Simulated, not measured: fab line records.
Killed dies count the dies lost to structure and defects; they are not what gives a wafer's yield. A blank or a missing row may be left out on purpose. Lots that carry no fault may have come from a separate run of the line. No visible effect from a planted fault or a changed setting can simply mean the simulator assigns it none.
A single fault, viewed from 2 desks / flow n5-finfet / what lay behind the numbers comes last; until then each desk has only its own

== DESK OF THE TOOL OWNER: arfi-scanner-01 ==
The tool's own readings at N5_PMOS_HMC_CHANNEL_EPI_EXPOSE_06 (exposes mask PMOS HMC BLK, target cd 240 nm): means of the sampled wafers that have a number, for each lot that ran on this tool. If a lot's mean is further than 4 standard deviations from the usual mean, the lot is out of limits and carries the mark OUT (the distance appears in the brackets).
Columns: A = exposure-dose-mJ-cm2 at N5_PMOS_HMC_CHANNEL_EPI_EXPOSE_06, usual 40.97
lot=L728; first seen here=day 1 17:47; A=40.97
lot=L730; first seen here=day 2 05:48; A=41.01
lot=L742; first seen here=day 5 05:46; A=42.86 (+44) OUT
lot=L744; first seen here=day 5 17:11; A=42.44 (+34) OUT
This desk's finding: out of limits on L742, L744; first on L742, day 5 05:46 (exposure-dose-mJ-cm2 at N5_PMOS_HMC_CHANNEL_EPI_EXPOSE_06). L728, L730: within limits.

== THE METROLOGY DESK ==
What the gauges read for every lot (on any tool): the sampled wafers with a number, averaged. If a lot's mean is further than 4 standard deviations from the usual mean, the lot is out of limits and carries the mark OUT (the distance appears in the brackets). It has 12 readings; the 7 that lie furthest out on some lot are the ones shown.
Columns: A = cd-nm at N5_PMOS_HMC_CHANNEL_EPI_CD_MEAS_09, usual 237.4 nm; B = PMOS_HMC_BLK_OVL at N5_PMOS_HMC_CHANNEL_EPI_OVL_MEAS_10, usual -0.6 nm; C = DIBL_N at N5_BEOL_M4_RC_MEAS_101, usual 36.8 mV/V; D = IOFF_P at N5_BEOL_M4_RC_MEAS_101, usual 0.22 nA/um; E = ION_N at N5_BEOL_M4_RC_MEAS_101, usual 679 uA/um; F = ION_P at N5_BEOL_M4_RC_MEAS_101, usual 466 uA/um; G = VT_P at N5_BEOL_M4_RC_MEAS_101, usual -250 mV
lot=L728; first seen here=day 1 17:55; A=236.4; B=-1.0; C=37.3; D=0.22; E=675; F=461; G=-251
lot=L730; first seen here=day 2 05:55; A=236.2; B=-0.2; C=37.0; D=0.20; E=675; F=461; G=-251
lot=L731; first seen here=day 2 10:59; A=238.1; B=-0.0; C=37.5; D=0.27; E=694; F=482; G=-245
lot=L732; first seen here=day 2 17:14; A=236.9; B=-0.4; C=37.0; D=0.24; E=681; F=468; G=-249
lot=L742; first seen here=day 5 05:53; A=240.2; B=0.0; C=37.7; D=0.24; E=665; F=462; G=-249
lot=L744; first seen here=day 5 17:19; A=241.5; B=-0.9; C=37.0; D=0.23; E=687; F=468; G=-248
lot=L747; first seen here=day 6 11:43; A=236.7; B=0.3; C=35.3; D=0.19; E=666; F=458; G=-252
lot=L748; first seen here=day 6 17:31; A=237.9; B=0.1; C=38.1; D=0.18; E=679; F=460; G=-256
lot=L750; first seen here=day 7 05:53; A=238.9; B=-1.2; C=34.9; D=0.22; E=679; F=472; G=-248
Finding of this desk: none of the 9 lots has anything out of limits.

== PUT TOGETHER ==
An alarm could have come from the tool owner's desk at day 5 05:46, on L742, L744.
From the metrology desk's view, nothing was out of limits.
The metrology desk holds a record of L742, L744, inside its limits.
Of the lots named, all ran N5_PMOS_HMC_CHANNEL_EPI_EXPOSE_06 on arfi-scanner-01.

== WHAT HAD BEEN PUT IN BY THE SIMULATOR ==
Process parameters drifting: arfi-scanner-01 at N5_PMOS_HMC_CHANNEL_EPI_EXPOSE_06, beginning at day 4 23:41. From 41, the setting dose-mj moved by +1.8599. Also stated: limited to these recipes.
Shown lots that were struck: L742, L744.
How many hours passed from the start of the fault until each desk's first out-of-limits reading: the tool owner's desk, 6.
